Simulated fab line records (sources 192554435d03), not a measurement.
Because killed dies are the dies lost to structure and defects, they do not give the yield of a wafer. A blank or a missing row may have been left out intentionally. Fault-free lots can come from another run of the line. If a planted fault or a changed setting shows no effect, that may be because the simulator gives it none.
Split-lot study :: flow n5Finfet :: route with 1938 steps; 7 lots, 21 wafers read

ON THE SPLIT
At N5_GATE_CUT_COAT_27 (time 60 s, resist thk 10 nm), the setting spinRpm was moved away from the recipe's 1500 rpm on 8 of the 21 wafers read, by -4.0% to +11.0%. This setting was run at the recipe's value on the other wafers.

FROM THE SPLIT TO THE READING: what the file shows between them, 3 steps
- N5_GATE_CUT_COAT_07: resist thk 30 nm
- N5_GATE_CUT_EBR_09
- N5_GATE_CUT_DESCUM_18: chemistry O2, time 7 s

THE READING
etch.depthNm (the simulator's own value, which no gauge read), in nm, at N5_GATE_CUT_ETCH_28 (etches underlayer in N2/H2, target depth 13 nm, time 10.4 s). There is no usual value for it anywhere in the file. Across the 13 wafers here that went through the recipe, the average is 10.005 nm and the standard deviation 0.021 nm.

wafer: L076.3
tool, chamber at the split: lithoTrack-02, 0
spinRpm as run, rpm: 1500
against the recipe: recipe
etch.depthNm, nm: 9.99
against lot-mates on the recipe: -

wafer: L076.4
tool, chamber at the split: lithoTrack-02, 0
spinRpm as run, rpm: 1500
against the recipe: recipe
etch.depthNm, nm: 9.995
against lot-mates on the recipe: -

wafer: L076.5
tool, chamber at the split: lithoTrack-02, 0
spinRpm as run, rpm: 1500
against the recipe: recipe
etch.depthNm, nm: 9.989
against lot-mates on the recipe: -

wafer: L077.1
tool, chamber at the split: lithoTrack-02, 0
spinRpm as run, rpm: 1500
against the recipe: recipe
etch.depthNm, nm: 9.983
against lot-mates on the recipe: -

wafer: L077.3
tool, chamber at the split: lithoTrack-02, 0
spinRpm as run, rpm: 1500
against the recipe: recipe
etch.depthNm, nm: 10.02
against lot-mates on the recipe: -

wafer: L077.4
tool, chamber at the split: lithoTrack-02, 0
spinRpm as run, rpm: 1500
against the recipe: recipe
etch.depthNm, nm: 9.966
against lot-mates on the recipe: -

wafer: L078.1
tool, chamber at the split: lithoTrack-05, 0
spinRpm as run, rpm: 1500
against the recipe: recipe
etch.depthNm, nm: 10.04
against lot-mates on the recipe: -

wafer: L078.4
tool, chamber at the split: lithoTrack-05, 0
spinRpm as run, rpm: 1577
against the recipe: +5.1%
etch.depthNm, nm: 9.798
against lot-mates on the recipe: -0.242

wafer: L078.6
tool, chamber at the split: lithoTrack-05, 0
spinRpm as run, rpm: 1577
against the recipe: +5.1%
etch.depthNm, nm: 9.804
against lot-mates on the recipe: -0.236

wafer: L079.1
tool, chamber at the split: lithoTrack-05, 0
spinRpm as run, rpm: 1645
against the recipe: +9.7%
etch.depthNm, nm: 9.571
against lot-mates on the recipe: no lot-mate on the recipe

wafer: L079.2
tool, chamber at the split: lithoTrack-05, 0
spinRpm as run, rpm: 1645
against the recipe: +9.7%
etch.depthNm, nm: 9.564
against lot-mates on the recipe: no lot-mate on the recipe

wafer: L079.3
tool, chamber at the split: lithoTrack-05, 0
spinRpm as run, rpm: 1645
against the recipe: +9.7%
etch.depthNm, nm: 9.585
against lot-mates on the recipe: no lot-mate on the recipe

wafer: L083.3
tool, chamber at the split: lithoTrack-02, 0
spinRpm as run, rpm: 1500
against the recipe: recipe
etch.depthNm, nm: 10.03
against lot-mates on the recipe: -

wafer: L083.5
tool, chamber at the split: lithoTrack-02, 0
spinRpm as run, rpm: 1500
against the recipe: recipe
etch.depthNm, nm: 10.01
against lot-mates on the recipe: -

wafer: L083.6
tool, chamber at the split: lithoTrack-02, 0
spinRpm as run, rpm: 1500
against the recipe: recipe
etch.depthNm, nm: 10
against lot-mates on the recipe: -

wafer: L085.1
tool, chamber at the split: lithoTrack-02, 0
spinRpm as run, rpm: 1500
against the recipe: recipe
etch.depthNm, nm: 9.999
against lot-mates on the recipe: -

wafer: L085.3
tool, chamber at the split: lithoTrack-02, 0
spinRpm as run, rpm: 1440
against the recipe: -4.0%
etch.depthNm, nm: 10.22
against lot-mates on the recipe: +0.221

wafer: L085.4
tool, chamber at the split: lithoTrack-02, 0
spinRpm as run, rpm: 1440
against the recipe: -4.0%
etch.depthNm, nm: 10.18
against lot-mates on the recipe: +0.181

wafer: L092.2
tool, chamber at the split: lithoTrack-05, 0
spinRpm as run, rpm: 1500
against the recipe: recipe
etch.depthNm, nm: 10.04
against lot-mates on the recipe: -

wafer: L092.4
tool, chamber at the split: lithoTrack-05, 0
spinRpm as run, rpm: 1665
against the recipe: +11.0%
etch.depthNm, nm: 9.52
against lot-mates on the recipe: -0.500

wafer: L092.5
tool, chamber at the split: lithoTrack-05, 0
spinRpm as run, rpm: 1500
against the recipe: recipe
etch.depthNm, nm: 10
against lot-mates on the recipe: -

FIT RESULTS
A straight line over all 21 wafers: etch.depthNm changes by -0.0446 nm for each +1% of spinRpm; r = -0.99; the points scatter about the line by 0.021 nm.
The same after taking each lot's own level away (the mean of its wafers on the recipe; 18 wafers): -0.0466 nm for each +1%; r = -1.00; scatter 0.016 nm.
On that fit, the largest move of spinRpm shifts the reading by 0.51 nm.
Across the lots, their own levels run from 9.9897 to 10.0400 nm, a range of 2.3 times the standard deviation given above.
Consequently the slope shifts little with the lot-to-lot level, the two slopes agreeing.
Check: for one of the wafers moved furthest among these (+11.0%), held out of the fit, the line's prediction against its lot-mates is -0.526 nm. Against them it came out at -0.5 nm.

THE OTHER SPLITS THESE WAFERS WENT THROUGH
Note: prior to the reading, these wafers also went through further splits. Each is held against what the fit with the lots' levels taken away leaves over:
other split on the same wafers: N5_WELL_APT_COAT_02 spinRpm
wafers away from the commonest value: 7
r with etch.depthNm (lot level and that fit taken away): -0.02

other split on the same wafers: N5_PMOS_HMC_CHANNEL_EPI_EXPOSE_06 doseMj
wafers away from the commonest value: 6
r with etch.depthNm (lot level and that fit taken away): +0.05

other split on the same wafers: N5_PMOS_HMC_CHANNEL_EPI_DESCUM_14 timeS
wafers away from the commonest value: 6
r with etch.depthNm (lot level and that fit taken away): +0.01

other split on the same wafers: N5_FIN_SAQP_EXPOSE_13 doseMj
wafers away from the commonest value: 11
r with etch.depthNm (lot level and that fit taken away): +0.14

other split on the same wafers: N5_FIN_SAQP_DEVELOP_15 developTimeS
wafers away from the commonest value: 7
r with etch.depthNm (lot level and that fit taken away): +0.17

other split on the same wafers: N5_DUMMY_GATE_EXPOSE_12 doseMj
wafers away from the commonest value: 5
r with etch.depthNm (lot level and that fit taken away): -0.01

other split on the same wafers: N5_DUMMY_GATE_ETCH_37 sourceW
wafers away from the commonest value: 9
r with etch.depthNm (lot level and that fit taken away): -0.11

other split on the same wafers: N5_SD_EPI_P_PEB_07 pebTimeS
wafers away from the commonest value: 7
r with etch.depthNm (lot level and that fit taken away): -0.21

other split on the same wafers: N5_HKMG_FIN_COAT_43 spinRpm
wafers away from the commonest value: 4
r with etch.depthNm (lot level and that fit taken away): -0.15

other split on the same wafers: N5_HKMG_FIN_ETCH_54 biasW
wafers away from the commonest value: 12
r with etch.depthNm (lot level and that fit taken away): -0.24

THE WHOLE CHAIN: every reading that the file lists as answering this split, in the file's order
step: N5_GATE_CUT_COAT_27
what it does: time 60 s, resist thk 10 nm
reading: underlayer_of_GATE_CUT_COAT_27.thkNm (the simulator's own value, which no gauge read)
change (the file's fit): -0.0381 nm for each +1% of the setting
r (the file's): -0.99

step: N5_GATE_CUT_ETCH_28
what it does: etches underlayer in N2/H2, target depth 13 nm, time 10.4 s
reading: etch.depthNm (the simulator's own value, which no gauge read)
change (the file's fit): -0.0462 nm for each +1% of the setting
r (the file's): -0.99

FILE'S OWN FIT
etch.depthNm changes by -0.0462 nm for each +1% of spinRpm, r = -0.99.
